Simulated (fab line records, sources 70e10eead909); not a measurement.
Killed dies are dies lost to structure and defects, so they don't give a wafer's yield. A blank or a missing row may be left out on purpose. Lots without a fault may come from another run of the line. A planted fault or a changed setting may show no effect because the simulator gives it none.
Problem report in the 8D (eight disciplines) form, filled by code | flow nand_harc | the parts of the form that need people (team, actions taken, sign-off) are left out

1. THE PROBLEM
raw_defect_count at NHARC_P_GATE_INSPECT_68 reads a mean of 1067 on 1 wafer of 1 lot; wafers without a fault read 199 with a standard deviation of 75. That is +12 standard deviations from the usual mean.
First seen on wafer L599.1, day 7 23:17, on defect_inspect-01. The record holds 36 wafers of 12 lots with a number at this step. Rule for "out", or "out of limits": more than 4 standard deviations from the usual mean. The other wafers with a number count as sound.

2. WHAT IT IS AND WHAT IT IS NOT
question                    | is                | is not
which readings at this step | raw_defect_count  | -
which lots                  | L599              | L591, L593, L594, L595, L596, L597, L600, L603, L609, L611, L613
which wafers of those lots  | L599.1            | L599.2, L599.5
read on which gauges        | defect_inspect-01 | defect_inspect-02
when                        | from day 7 23:17  | up to then (20 sound wafers); but 15 sound wafers of L600, L603, L609, L611, L613 came after

3. SUSPECTS, AND WHAT RULES EACH OUT
Counting: a tool at a process step up to the reading stays a suspect if it ran every lot that is out. Sound lots after the first of them don't rule it out here, since some wafers of a struck lot are sound.
- the gauge at NHARC_P_GATE_INSPECT_68: ruled out. All the wafers that are out were read on defect_inspect-01, but those of them that NHARC_END_SORT_01 has rows for are out there too, on other tools.
- rie_diel-03 at NHARC_P_GATE_DESCUM_48 (chemistry O2, time 3 s): kept. It ran the lot that is out, L599 (day 7 16:56); its last sound lot up to then is L594 (day 6 08:58).
- plasma_asher-02 at NHARC_P_GATE_STRIP_112 (strips in N2/H2, time 200 s): kept. It ran the lot that is out, L599 (day 7 19:10); its last sound lot up to then is L595 (day 6 07:34).
- Within rie_diel-03 at NHARC_P_GATE_DESCUM_48: the wafers that are out ran in chamber 3; their sound lot-mates ran in chamber 2.
- Within plasma_asher-02 at NHARC_P_GATE_STRIP_112: the wafers that are out ran in chamber 1; their sound lot-mates ran in chamber 0.
Left after counting: rie_diel-03 at NHARC_P_GATE_DESCUM_48, plasma_asher-02 at NHARC_P_GATE_STRIP_112.

4. THE CAUSE (what the simulator had put in)
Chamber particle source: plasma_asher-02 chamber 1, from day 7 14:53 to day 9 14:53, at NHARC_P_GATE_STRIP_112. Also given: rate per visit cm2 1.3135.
Counting left 2 suspects, and this tool is among them.

5. THE CHAIN OF EFFECTS, in route order
Each row: a reading whose mean over the struck wafers that have a number lies more than 3 standard deviations from the usual. Only readings for which the record gives a usual standard deviation are gone through. hours: the time from each lot's start at the first step in this table that gives one to its start at this step, as a median over the lots. sigmas: the change in usual standard deviations.
hours | step                    | reading             | usual | on struck wafers | change | sigmas
0     | NHARC_P_GATE_INSPECT_68 | raw_defect_count    | 199   | 1067             | +868   | +12
323   | NHARC_END_SORT_01       | killed_at_periphery | 3.6   | 67.0             | +63.4  | +28
323   | NHARC_END_SORT_01       | killed_dies         | 32    | 80               | +48    | +4.0
Later measuring or inspecting steps at which every struck wafer that the step has a row for has a number for every such reading, and none has moved that far: NHARC_P_CONTACT_OVL_MEAS_13.

6. WHAT WOULD HAVE CAUGHT IT SOONER
In this record the first reading out of limits at a measuring or inspecting step was taken at day 7 23:17, 8 hours after the fault began at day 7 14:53.
Of the tool readings at NHARC_P_GATE_STRIP_112 for which the record gives a usual standard deviation, none was out on any struck wafer, so an alarm limit of 4 standard deviations on them would not have fired.
All the lots that are out (1) had begun NHARC_P_GATE_STRIP_112 on plasma_asher-02 by day 7 23:17. A hold on the tool at that time would have spared none of them.
